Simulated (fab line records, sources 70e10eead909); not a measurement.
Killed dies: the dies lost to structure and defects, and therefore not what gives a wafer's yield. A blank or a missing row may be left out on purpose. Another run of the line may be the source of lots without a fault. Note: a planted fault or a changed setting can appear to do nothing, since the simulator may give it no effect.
Struck lot and sound lot, side by side    flow nand_harc    18 out of 1302 route steps
Sound: these wafers, L651.3, L651.4, L651.5. Struck: wafers L658.2, L658.3, L658.6. The cause is given at the end.
Per side, at each step with rows, come the tool, then ch with its chambers, and then its first start. Under that, the readings that differ: sound wafers    struck wafers    difference of the means    sigmas: that difference in standard deviations of wafers without a fault.
alike: same words and numbers on both sides, and readings whose means sit less than 2 such deviations apart. not compared: any withheld reading, any reading some wafer has no value for, any bound like >300 that may hide the same value, and any number with overlapping values for which the record gives no deviation.
Wherever a step has rows on one side only, a row that says differs or no value, or a row with sigmas, the two part there. Numbers that don't overlap but have no deviation are shown without sigmas and don't part them. A reading missing from all wafers of one side parts the sides only when that side holds two or more wafers.

NHARC_A_CONTACT_CVD_19: deposits W, target thk 300 nm, time 802 s.
  sound: cvd_w-02 ch 0,1; struck: cvd_w-02 ch 0
  alike: heater_power_w, throttle_valve_pct
NHARC_A_CONTACT_CMP_20: polishes, t overpolish 30 s, target thk 300 nm.
  sound on cmp-04 ch 1,2,3, day 22 15:41; struck on cmp-03 ch 1,2,3, day 25 13:41
  alike: motor_current_A, overpolish_run_s, slurry_filter_dp_kPa, time_to_endpoint_s
next, for these wafers, 1 step has no rows: NHARC_A_CONTACT_SRD_22.
NHARC_A_CONTACT_INSPECT_23:
  sound: defect_inspect-01 at day 22 16:03; struck: defect_inspect-02 at day 25 14:02
  alike: raw_defect_count
then, 7 steps without rows for these wafers: NHARC_A_BLC_DEHYDRATE_00 (time 120 s); NHARC_A_BLC_HMDS_01 (time 30 s); NHARC_A_BLC_COAT_02 (time 75 s); NHARC_A_BLC_COAT_03 (time 65 s); NHARC_A_BLC_COAT_04 (resist thk 90 nm); NHARC_A_BLC_SOFTBAKE_05 (time 55 s); NHARC_A_BLC_EBR_06.
NHARC_A_BLC_EXPOSE_07: exposes mask A BLC, target cd 100 nm.
  sound on arfi_scanner-02 ch 0, day 22 16:26; struck on arfi_scanner-02 ch 0, day 25 14:24
reading                        sound                    struck          difference  sigmas
model.A_BLC.overlay_x_nm (nm)  -0.4245 -0.4245 -0.4245  34.3 34.3 34.3  +34.7       
  alike: mask, stage_vel_mm_s
then, 2 steps without rows for these wafers: NHARC_A_BLC_PEB_08 (peb time 65 s); NHARC_A_BLC_DEVELOP_09 (develop time 35 s).
NHARC_A_BLC_CD_MEAS_10: target cd 100 nm.
  sound on cd_sem-03 ch 0, day 22 16:34; struck on cd_sem-01 ch 0, day 25 14:33
  alike: cd_nm
NHARC_A_BLC_OVL_MEAS_11:
  sound: overlay-02 at day 22 16:39; struck: overlay-01 at day 25 14:38
reading            sound         struck          difference  sigmas
overlay_x_nm (nm)  0.0 -0.3 0.0  34.7 34.0 34.4  +34.5       +50
  alike: overlay_y_nm
NHARC_A_BLC_INSPECT_12:
  sound: defect_inspect-01 at day 22 16:41; struck: defect_inspect-02 at day 25 14:40
  alike: raw_defect_count
next, for these wafers, 1 step has no rows: NHARC_END_SORT_01.

WHERE THEY PART
Only at NHARC_A_BLC_OVL_MEAS_11, within this record. Later steps at which nothing parts them and some readings are alike: NHARC_A_BLC_INSPECT_12.

WHY: the cause the simulator had injected
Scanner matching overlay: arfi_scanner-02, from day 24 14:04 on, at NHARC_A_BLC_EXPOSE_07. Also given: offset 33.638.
